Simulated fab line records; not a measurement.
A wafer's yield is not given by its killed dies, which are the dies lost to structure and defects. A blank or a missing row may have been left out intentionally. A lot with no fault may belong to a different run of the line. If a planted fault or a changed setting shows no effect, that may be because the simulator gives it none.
Split-lot study || flow n5 finfet || route with 1938 steps; 7 lots, 21 wafers read

## ON THE SPLIT
At N5_HKMG_FIN_ETCH_58 (etches SOC in N2/H2, target depth 215.8 nm, time 741 s), the setting source w was moved away from the recipe's 875 W on 5 of the 21 wafers read, by -17.4% to -10.0%. The other wafers ran this setting at the recipe's value.

The split's own step is where the reading is taken.

## THE READING
SOC_of_HKMG_FIN_COAT_41.thk nm (the simulator's own value, which no gauge read), in nm, at N5_HKMG_FIN_ETCH_58 (etches SOC in N2/H2, target depth 215.8 nm, time 741 s). The file gives no usual value for it. The 16 wafers here that ran the recipe average 83.7 nm, standard deviation 5.8 nm.

{"wafer": "L074.2", "tool, chamber at the split": "rie diel-03, 0", "source w as run, W": 875, "against the recipe": "recipe", "SOC_of_HKMG_FIN_COAT_41.thk nm, nm": 85.6, "against lot-mates on the recipe": "-"}
{"wafer": "L074.3", "tool, chamber at the split": "rie diel-03, 1", "source w as run, W": 875, "against the recipe": "recipe", "SOC_of_HKMG_FIN_COAT_41.thk nm, nm": 80, "against lot-mates on the recipe": "-"}
{"wafer": "L074.6", "tool, chamber at the split": "rie diel-03, 0", "source w as run, W": 875, "against the recipe": "recipe", "SOC_of_HKMG_FIN_COAT_41.thk nm, nm": 84.6, "against lot-mates on the recipe": "-"}
{"wafer": "L075.3", "tool, chamber at the split": "rie diel-05, 3", "source w as run, W": 875, "against the recipe": "recipe", "SOC_of_HKMG_FIN_COAT_41.thk nm, nm": 77.8, "against lot-mates on the recipe": "-"}
{"wafer": "L075.4", "tool, chamber at the split": "rie diel-05, 1", "source w as run, W": 875, "against the recipe": "recipe", "SOC_of_HKMG_FIN_COAT_41.thk nm, nm": 83.8, "against lot-mates on the recipe": "-"}
{"wafer": "L075.6", "tool, chamber at the split": "rie diel-05, 3", "source w as run, W": 875, "against the recipe": "recipe", "SOC_of_HKMG_FIN_COAT_41.thk nm, nm": 80.4, "against lot-mates on the recipe": "-"}
{"wafer": "L083.3", "tool, chamber at the split": "rie diel-05, 2", "source w as run, W": 875, "against the recipe": "recipe", "SOC_of_HKMG_FIN_COAT_41.thk nm, nm": 93, "against lot-mates on the recipe": "-"}
{"wafer": "L083.4", "tool, chamber at the split": "rie diel-05, 3", "source w as run, W": 875, "against the recipe": "recipe", "SOC_of_HKMG_FIN_COAT_41.thk nm, nm": 83.4, "against lot-mates on the recipe": "-"}
{"wafer": "L083.5", "tool, chamber at the split": "rie diel-05, 1", "source w as run, W": 722.6, "against the recipe": "-17.4%", "SOC_of_HKMG_FIN_COAT_41.thk nm, nm": 118.6, "against lot-mates on the recipe": "+30.4"}
{"wafer": "L086.1", "tool, chamber at the split": "rie diel-05, 3", "source w as run, W": 875, "against the recipe": "recipe", "SOC_of_HKMG_FIN_COAT_41.thk nm, nm": 83.6, "against lot-mates on the recipe": "-"}
{"wafer": "L086.2", "tool, chamber at the split": "rie diel-05, 1", "source w as run, W": 875, "against the recipe": "recipe", "SOC_of_HKMG_FIN_COAT_41.thk nm, nm": 86.8, "against lot-mates on the recipe": "-"}
{"wafer": "L086.4", "tool, chamber at the split": "rie diel-05, 2", "source w as run, W": 875, "against the recipe": "recipe", "SOC_of_HKMG_FIN_COAT_41.thk nm, nm": 95.8, "against lot-mates on the recipe": "-"}
{"wafer": "L087.4", "tool, chamber at the split": "rie diel-05, 3", "source w as run, W": 875, "against the recipe": "recipe", "SOC_of_HKMG_FIN_COAT_41.thk nm, nm": 83.6, "against lot-mates on the recipe": "-"}
{"wafer": "L087.5", "tool, chamber at the split": "rie diel-05, 3", "source w as run, W": 787.2, "against the recipe": "-10.0%", "SOC_of_HKMG_FIN_COAT_41.thk nm, nm": 104.2, "against lot-mates on the recipe": "+17.1"}
{"wafer": "L087.6", "tool, chamber at the split": "rie diel-05, 0", "source w as run, W": 875, "against the recipe": "recipe", "SOC_of_HKMG_FIN_COAT_41.thk nm, nm": 90.6, "against lot-mates on the recipe": "-"}
{"wafer": "L091.2", "tool, chamber at the split": "rie diel-01, 0", "source w as run, W": 750.3, "against the recipe": "-14.3%", "SOC_of_HKMG_FIN_COAT_41.thk nm, nm": 105.8, "against lot-mates on the recipe": "no lot-mate on the recipe"}
{"wafer": "L091.3", "tool, chamber at the split": "rie diel-01, 3", "source w as run, W": 750.3, "against the recipe": "-14.3%", "SOC_of_HKMG_FIN_COAT_41.thk nm, nm": 107.6, "against lot-mates on the recipe": "no lot-mate on the recipe"}
{"wafer": "L091.5", "tool, chamber at the split": "rie diel-01, 0", "source w as run, W": 750.3, "against the recipe": "-14.3%", "SOC_of_HKMG_FIN_COAT_41.thk nm, nm": 106.4, "against lot-mates on the recipe": "no lot-mate on the recipe"}
{"wafer": "L093.3", "tool, chamber at the split": "rie diel-01, 0", "source w as run, W": 875, "against the recipe": "recipe", "SOC_of_HKMG_FIN_COAT_41.thk nm, nm": 77.6, "against lot-mates on the recipe": "-"}
{"wafer": "L093.5", "tool, chamber at the split": "rie diel-01, 1", "source w as run, W": 875, "against the recipe": "recipe", "SOC_of_HKMG_FIN_COAT_41.thk nm, nm": 72.4, "against lot-mates on the recipe": "-"}
{"wafer": "L093.6", "tool, chamber at the split": "rie diel-01, 0", "source w as run, W": 875, "against the recipe": "recipe", "SOC_of_HKMG_FIN_COAT_41.thk nm, nm": 79.8, "against lot-mates on the recipe": "-"}

FIT RESULTS
A straight line over all 21 wafers: SOC_of_HKMG_FIN_COAT_41.thk nm changes by -1.77 nm for each +1% of source w; r = -0.90; the points scatter about the line by 5.5 nm.
The same after taking each lot's own level away (the mean of its wafers on the recipe; 18 wafers): -1.74 nm for each +1%; r = -0.91; scatter 3.7 nm.
On that fit, the largest move of source w shifts the reading by 30 nm.
The span of the lots' own levels, 76.60 to 88.73 nm, comes to 2.1 times the standard deviation stated above.
Consequently the slope shifts little with the lot-to-lot level, the two slopes agreeing.
Check: with one of the wafers moved furthest among these (-17.4%) left out of the fit, the line predicts +29.7 nm for it against its lot-mates. It came out at +30.4 nm against them.

## ADDITIONAL SPLITS CARRIED BY THESE WAFERS
Note: prior to the reading, these wafers also went through further splits. Each is held against what the fit with the lots' levels taken away leaves over:
{"other split on the same wafers": "N5_SDB_EXPOSE_08 dose mj", "wafers away from the commonest value": 5, "r with SOC_of_HKMG_FIN_COAT_41.thk nm (lot level and that fit taken away)": -0.28}
{"other split on the same wafers": "N5_HKMG_FIN_ETCH_55 bias w", "wafers away from the commonest value": 9, "r with SOC_of_HKMG_FIN_COAT_41.thk nm (lot level and that fit taken away)": -0.15}

## THE WHOLE CHAIN: every reading that the file lists as answering this split, in the file's order
{"step": "N5_HKMG_FIN_ETCH_58", "what it does": "etches SOC in N2/H2, target depth 215.8 nm, time 741 s", "reading": "HKMG_FIN.feature depth nm (the simulator's own value, which no gauge read)", "change (the file's fit)": "+1.71 nm for each +1% of the setting", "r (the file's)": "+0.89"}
{"step": "N5_HKMG_FIN_ETCH_58", "what it does": "etches SOC in N2/H2, target depth 215.8 nm, time 741 s", "reading": "etch.depth nm (the simulator's own value, which no gauge read)", "change (the file's fit)": "+1.72 nm for each +1% of the setting", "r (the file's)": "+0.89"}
{"step": "N5_HKMG_FIN_ETCH_58", "what it does": "etches SOC in N2/H2, target depth 215.8 nm, time 741 s", "reading": "SOC_of_HKMG_FIN_COAT_41.thk nm (the simulator's own value, which no gauge read)", "change (the file's fit)": "-1.74 nm for each +1% of the setting", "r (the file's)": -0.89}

## FILE'S OWN FIT
SOC_of_HKMG_FIN_COAT_41.thk nm changes by -1.74 nm for each +1% of source w, r = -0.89.
